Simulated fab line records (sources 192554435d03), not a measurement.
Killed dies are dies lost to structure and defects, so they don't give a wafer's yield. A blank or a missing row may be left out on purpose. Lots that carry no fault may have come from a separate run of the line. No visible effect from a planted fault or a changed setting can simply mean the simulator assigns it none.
Lot-split experiment ; flow n5Finfet ; 7 lots, 21 wafers read, on a route of 1938 steps

SPLIT DETAILS
At N5_DUMMY_GATE_ETCH_31 (etches SiO2 in C4F6/O2, target depth 82.5 nm, time 27.5 s), the setting targetDepthA was moved away from the recipe's 825 angstrom on 10 of the 21 wafers read, by -8.9% to +10.1%. The other wafers ran this setting at the recipe's value.

The split's own step is where the reading is taken.

THE READING
SOC_of_DUMMY_GATE_COAT_34.thkNm (the simulator's own value, which no gauge read), in nm, at N5_DUMMY_GATE_ETCH_31 (etches SiO2 in C4F6/O2, target depth 82.5 nm, time 27.5 s). No usual value for it is given in the file. Across the 11 wafers here that went through the recipe, the average is 51.9 nm and the standard deviation 0.15 nm.

wafer;tool, chamber at the split;targetDepthA as run, angstrom;against the recipe;SOC_of_DUMMY_GATE_COAT_34.thkNm, nm;against lot-mates on the recipe
L081.2;rieDiel-03, 0;825;recipe;52;-
L081.4;rieDiel-03, 3;896.7;+8.7%;51;-1.0
L081.5;rieDiel-03, 1;896.7;+8.7%;51.2;-0.8
L082.1;rieDiel-04, 3;825;recipe;52;-
L082.4;rieDiel-04, 2;780;-5.5%;52.4;+0.3
L082.5;rieDiel-04, 3;825;recipe;52.2;-
L084.3;rieDiel-01, 2;825;recipe;51.8;-
L084.5;rieDiel-01, 3;908.4;+10.1%;51;-0.8
L084.6;rieDiel-01, 0;908.4;+10.1%;51;-0.8
L088.1;rieDiel-04, 1;792.9;-3.9%;52;+0.2
L088.2;rieDiel-04, 0;825;recipe;51.8;-
L088.5;rieDiel-04, 2;792.9;-3.9%;52.2;+0.4
L090.1;rieDiel-03, 0;825;recipe;52;-
L090.2;rieDiel-03, 3;753.9;-8.6%;52.6;+0.6
L090.6;rieDiel-03, 1;825;recipe;52;-
L096.1;rieDiel-01, 2;751.6;-8.9%;52.6;+1.0
L096.2;rieDiel-01, 3;751.6;-8.9%;52.8;+1.2
L096.5;rieDiel-01, 1;825;recipe;51.6;-
L097.3;rieDiel-01, 3;825;recipe;52;-
L097.4;rieDiel-01, 0;825;recipe;52;-
L097.6;rieDiel-01, 3;825;recipe;52;-

THE FIT
A straight line over all 21 wafers: SOC_of_DUMMY_GATE_COAT_34.thkNm changes by -0.0874 nm for each +1% of targetDepthA; r = -0.96; the points scatter about the line by 0.14 nm.
The same after taking each lot's own level away (the mean of its wafers on the recipe; 21 wafers): -0.0934 nm for each +1%; r = -0.97; scatter 0.14 nm.
That fit puts the effect of the largest move of targetDepthA on the reading at 0.94 nm.
Across the lots, their own levels run from 51.60 to 52.10 nm, a range of 3.3 times the standard deviation given above.
Hence the lot-to-lot level has little effect on the slope; both slopes agree.
Check: with one of the wafers moved furthest among these (+10.1%) left out of the fit, the line predicts -0.975 nm for it against its lot-mates. Against them it came out at -0.8 nm.

THE OTHER SPLITS THESE WAFERS WENT THROUGH
Other splits were also applied to these wafers ahead of the reading. Each is held against what the fit with the lots' levels taken away leaves over:
other split on the same wafers;wafers away from the commonest value;r with SOC_of_DUMMY_GATE_COAT_34.thkNm (lot level and that fit taken away)
N5_WELL_APT_COAT_02 spinRpm;4;+0.10
N5_PMOS_HMC_CHANNEL_EPI_EXPOSE_06 doseMj;7;+0.25
N5_PMOS_HMC_CHANNEL_EPI_PEB_07 pebTimeS;5;+0.10
N5_FIN_SAQP_ETCH_64 biasW;10;+0.20
N5_FIN_CUT_EXPOSE_05 doseMj;10;-0.23

THE WHOLE CHAIN: every reading that the file lists as answering this split, in the file's order
step;what it does;reading;change (the file's fit);r (the file's)
N5_DUMMY_GATE_ETCH_31;etches SiO2 in C4F6/O2, target depth 82.5 nm, time 27.5 s;etch.depthNm (the simulator's own value, which no gauge read);+0.844 nm for each +1% of the setting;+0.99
N5_DUMMY_GATE_ETCH_31;etches SiO2 in C4F6/O2, target depth 82.5 nm, time 27.5 s;SOC_of_DUMMY_GATE_COAT_34.thkNm (the simulator's own value, which no gauge read);-0.0895 nm for each +1% of the setting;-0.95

FILE'S OWN FIT
SOC_of_DUMMY_GATE_COAT_34.thkNm changes by -0.0895 nm for each +1% of targetDepthA, r = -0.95.
